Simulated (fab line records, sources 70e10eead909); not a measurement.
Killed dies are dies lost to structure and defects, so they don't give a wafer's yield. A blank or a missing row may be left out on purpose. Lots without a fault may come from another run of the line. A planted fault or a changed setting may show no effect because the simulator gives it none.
One fault seen from 3 desks | flow nand_harc | each desk has only its own numbers; what lay behind them comes last

THE TOOL OWNER'S DESK: pvd_sputter-02
The tool's own readings at NHARC_A_M1_PVD_20 (deposits TaN, target thk 5 nm, time 8.06 s): means of the sampled wafers that have a number, for each lot that ran on this tool. A lot is out of limits, marked OUT, if its mean lies more than 4 standard deviations from the usual mean; the brackets give that distance.
Columns: A = throttle_valve_pct at NHARC_A_M1_PVD_20, usual 30.1 %
lot  | first seen here | A
L713 | day 17 21:46    | 30.6
L727 | day 22 12:10    | 30.3
This desk's finding: nothing out of limits on any of the 2 lots.

THE METROLOGY DESK
What the gauges read, lot by lot, whatever tool the lot ran on: means of the sampled wafers that have a number. A lot is out of limits, marked OUT, if its mean lies more than 4 standard deviations from the usual mean; the brackets give that distance. Of its 9 readings 7 are shown: those that lie furthest out on some lot.
Columns: A = cd_nm at NHARC_A_M1_CD_MEAS_09, usual 120.0 nm; B = overlay_x_nm at NHARC_A_M1_OVL_MEAS_10, usual 0.1 nm; C = overlay_y_nm at NHARC_A_M1_OVL_MEAS_10, usual -0.3 nm; D = cd_nm at NHARC_A_M1_CD_MEAS_16, usual 119.8 nm; E = thk_nm at NHARC_A_BONDPAD_THK_MEAS_30, usual 200.3 nm; F = cd_nm at NHARC_A_BONDPAD_CD_MEAS_09, usual 499.8 nm; G = overlay_y_nm at NHARC_A_BONDPAD_OVL_MEAS_35, usual -1 nm
lot  | first seen here | A     | B    | C    | D     | E     | F     | G
L710 | day 17 14:29    | 120.9 | -0.9 | -0.2 | 120.7 | 201.2 | 500.0 | -2
L713 | day 17 20:24    | 120.9 | -0.7 | -1.4 | 120.9 | 200.2 | 500.5 | -6
L715 | day 18 17:33    | 119.6 | 1.8  | -1.1 | 119.5 | 199.8 | 498.8 | -3
L727 | day 22 10:51    | 119.6 | -0.5 | -0.7 | 119.5 | 201.8 | 501.8 | -1
L731 | day 23 00:53    | 119.4 | -0.1 | -0.8 | 119.4 | 200.6 | 498.7 | -4
This desk's finding: nothing out of limits on any of the 5 lots.

THE DEFECT DESK
What the inspections along the route counted, lot by lot: means of the sampled wafers that have a number. A lot is out of limits, marked OUT, if its mean lies more than 4 standard deviations from the usual mean; the brackets give that distance.
Columns: A = raw_defect_count at NHARC_A_M1_INSPECT_11, usual 30
lot  | first seen here | A
L710 | day 17 14:37    | 15
L713 | day 17 20:32    | 14
L715 | day 18 17:41    | 38
L727 | day 22 10:58    | 51
L731 | day 23 01:00    | 37
This desk's finding: nothing out of limits on any of the 5 lots.

PUT TOGETHER
The tool owner's desk saw nothing out of limits.
The metrology desk saw nothing out of limits.
The defect desk saw nothing out of limits.

WHAT THE SIMULATOR HAD PUT IN
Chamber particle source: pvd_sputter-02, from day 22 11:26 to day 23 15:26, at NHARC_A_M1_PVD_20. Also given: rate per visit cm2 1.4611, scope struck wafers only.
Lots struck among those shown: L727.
